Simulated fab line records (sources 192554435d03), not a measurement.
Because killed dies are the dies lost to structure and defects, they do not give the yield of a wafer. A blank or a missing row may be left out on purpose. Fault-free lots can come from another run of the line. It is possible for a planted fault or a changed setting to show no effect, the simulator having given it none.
Split-lot study | flow n5 finfet | 21 wafers read from 7 lots, route of 1938 steps

## THE SPLIT ITSELF
At N5_MIM_BOT_SPUTTER_00 (material TiN, target thk 35 nm, time 89.7 s), the setting time s was moved away from the recipe's 89.7 s on 6 of the 21 wafers read, by -13.9% to -5.2%. The other wafers ran this setting at the recipe's value.

Reading taken at the split's own step.

## THE READING
TiN_of_MIM_BOT_SPUTTER_00.thk nm (the simulator's own value, which no gauge read), in nm, at N5_MIM_BOT_SPUTTER_00 (material TiN, target thk 35 nm, time 89.7 s). The file gives no usual value for it. Across the 15 wafers here that went through the recipe, the average is 34.9 nm and the standard deviation 0.51 nm.

wafer  | tool, chamber at the split | time s as run, s | against the recipe | TiN_of_MIM_BOT_SPUTTER_00.thk nm, nm | against lot-mates on the recipe
L074.1 | pvd sputter-03, -          | 89.7             | recipe             | 35.8                                 | -
L074.6 | pvd sputter-03, -          | 89.7             | recipe             | 35.8                                 | -
L074.2 | pvd sputter-03, -          | 89.7             | recipe             | 35.6                                 | -
L075.1 | pvd sputter-02, -          | 89.7             | recipe             | 35.2                                 | -
L075.4 | pvd sputter-02, -          | 89.7             | recipe             | 35                                   | -
L075.5 | pvd sputter-02, -          | 89.7             | recipe             | 35                                   | -
L076.2 | pvd sputter-03, -          | 89.7             | recipe             | 34.8                                 | -
L076.6 | pvd sputter-03, -          | 89.7             | recipe             | 34.8                                 | -
L076.3 | pvd sputter-03, -          | 77.83            | -13.2%             | 30.6                                 | -4.2
L079.2 | pvd sputter-01, -          | 89.7             | recipe             | 35                                   | -
L079.3 | pvd sputter-01, -          | 89.7             | recipe             | 34.8                                 | -
L079.4 | pvd sputter-01, -          | 89.7             | recipe             | 33.8                                 | -
L080.3 | pvd sputter-03, -          | 77.23            | -13.9%             | 30.4                                 | -4.6
L080.5 | pvd sputter-03, -          | 77.23            | -13.9%             | 29.4                                 | -5.6
L080.6 | pvd sputter-03, -          | 89.7             | recipe             | 35                                   | -
L092.1 | pvd sputter-01, -          | 89.7             | recipe             | 34.4                                 | -
L092.4 | pvd sputter-01, -          | 85               | -5.2%              | 32.2                                 | -2.2
L092.5 | pvd sputter-01, -          | 85               | -5.2%              | 32.2                                 | -2.2
L096.2 | pvd sputter-03, -          | 89.7             | recipe             | 34.8                                 | -
L096.4 | pvd sputter-03, -          | 79.33            | -11.6%             | 31.4                                 | -3.2
L096.6 | pvd sputter-03, -          | 89.7             | recipe             | 34.4                                 | -

FIT RESULTS
A straight line over all 21 wafers: TiN_of_MIM_BOT_SPUTTER_00.thk nm changes by +0.351 nm for each +1% of time s; r = +0.96; the points scatter about the line by 0.58 nm.
The same after taking each lot's own level away (the mean of its wafers on the recipe; 21 wafers): +0.341 nm for each +1%; r = +0.98; scatter 0.38 nm.
The reading moves by 4.7 nm for the largest change in time s, on that fit.
From 34.40 to 35.73 nm: that is the span of the lots' own levels, equal to 2.6 times the standard deviation above.
Hence the lot-to-lot level has little effect on the slope; both slopes agree.
Check: with one of the wafers moved furthest among these (-13.9%) left out of the fit, the line predicts -4.82 nm for it against its lot-mates. It came out at -4.6 nm against them.

## OTHER SPLITS APPLIED TO THESE WAFERS
Note: prior to the reading, these wafers also went through further splits. Each is held against what the fit with the lots' levels taken away leaves over:
other split on the same wafers    | wafers away from the commonest value | r with TiN_of_MIM_BOT_SPUTTER_00.thk nm (lot level and that fit taken away)
N5_BEOL_M14_TRENCH_ETCH_34 time s | 9                                    | +0.11
N5_BEOL_M15_COAT_22 spin rpm      | 7                                    | -0.25
N5_BEOL_M15_EXPOSE_25 dose mj     | 7                                    | +0.11

## THE FILE'S OWN FIT
TiN_of_MIM_BOT_SPUTTER_00.thk nm changes by +0.331 nm for each +1% of time s, r = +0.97.
